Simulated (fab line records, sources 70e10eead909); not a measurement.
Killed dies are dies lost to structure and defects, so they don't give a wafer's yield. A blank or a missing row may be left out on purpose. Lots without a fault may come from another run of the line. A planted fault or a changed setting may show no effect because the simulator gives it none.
A struck lot beside a sound one | flow nand_harc | 15 steps out of a route of 1302
Sound: wafers L757.1, L757.4, L757.6. Struck: wafer L769.5. (L769.2, L769.6 of the same lot were not struck and are left out.) The cause comes at the end.
At each step with rows: each side's tool, then ch and its chambers, then its first start. Under that, the readings that differ: sound wafers | struck wafers | difference of the means | sigmas: that difference in standard deviations of wafers without a fault.
alike: readings whose means differ by less than 2 such deviations, and words and numbers that are the same on both sides. not compared: withheld readings, readings that some wafer has no value for, bounds like >300 that may hide the same value, and numbers for which the record gives no deviation and whose values overlap.
The two part at a step that has a row with sigmas, a row that says differs or no value, or rows on one side only. Numbers that don't overlap but have no deviation are shown without sigmas and don't part them. A reading that every wafer of one side lacks parts them only if that side has two wafers or more.

NHARC_A_DECK1_JOINT_ETCHBACK_00: etches the open film in HBr, target depth 30 nm, time 17.4 s.
  sound on rie_si-03 ch 0,2, day 13 13:40; struck on rie_si-05 ch 3, day 18 13:43
  alike: chamber_pressure_mTorr, drypump_motor_current_A, oes_product_au, throttle_valve_pct
  not compared: rf_hours_counter_h
then, 8 steps without rows for these wafers: NHARC_A_DECK1_JOINT_PRECLEAN_30 (cleans in SC1); NHARC_A_DECK1_JOINT_SRD_31; NHARC_A_DECK1_JOINT_CVD_34 (deposits SiNx, target thk 20 nm); NHARC_A_DECK1_JOINT_DEP_06 (deposits SiOx, target thk 80 nm); NHARC_A_DECK1_JOINT_CURE_26 (time 32 s); NHARC_A_DECK1_JOINT_ANNEAL_27 (time 3600 s); NHARC_A_DECK1_JOINT_ANNEAL_28 (time 1800 s); NHARC_A_DECK1_JOINT_ANNEAL_29 (time 1800 s).
NHARC_A_DECK1_JOINT_CMP_02: polishes SiOx.
  sound on cmp-04 ch 0,3, day 14 15:02; struck on cmp-01 ch 2, day 19 13:33
  alike: motor_current_A, retaining_ring_pressure_frac
then, 1 step without rows for these wafers: NHARC_A_DECK1_JOINT_SRD_15.
NHARC_A_DECK1_JOINT_DEP_16: deposits SiO2, target thk 45 nm.
  sound on pecvd-02 ch 1,2, day 14 15:26; struck on pecvd-02 ch 0, day 19 14:00
  reading              | sound             | struck | difference | sigmas
  heater_power_w (W)   | 556 597 573       | 744    | +169       | +2
  rf_fwd_power_W (W)   | 898.9 897.0 898.5 | 536.4  | -361.7     | -99 or more
  showerhead_vpp_V (V) | 2052 1989 2006    | 1519   | -497       | -5
  alike: throttle_valve_pct
NHARC_A_DECK1_JOINT_THK_MEAS_17: measures by ellipsometry.
  sound on film_metro-01, day 14 15:41; struck on film_metro-01, day 19 14:13
  reading     | sound          | struck | difference | sigmas
  thk_nm (nm) | 44.6 44.8 45.1 | 38.8   | -6.0       | -6
NHARC_A_DECK1_JOINT_INSPECT_05:
  sound on defect_inspect-01, day 14 15:43; struck on defect_inspect-01, day 19 14:16
  alike: raw_defect_count
-- the record jumps here: 12 days lie between the struck wafers' starts before and after (it left off in module A_DECK1_JOINT and takes up again in module END, whose first step shown is number 1302 of the route) --
NHARC_END_SORT_01:
  the record has rows for the struck wafers here (prober-02 ch 0, day 31 13:31) and none for the sound ones

WHERE THEY PART
First at NHARC_A_DECK1_JOINT_DEP_16; last, within this record, at NHARC_END_SORT_01.

WHY: what the simulator had put in
Process parameter drift: pecvd-02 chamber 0, from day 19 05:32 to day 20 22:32, at NHARC_A_DECK1_JOINT_DEP_16. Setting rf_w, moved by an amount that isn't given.
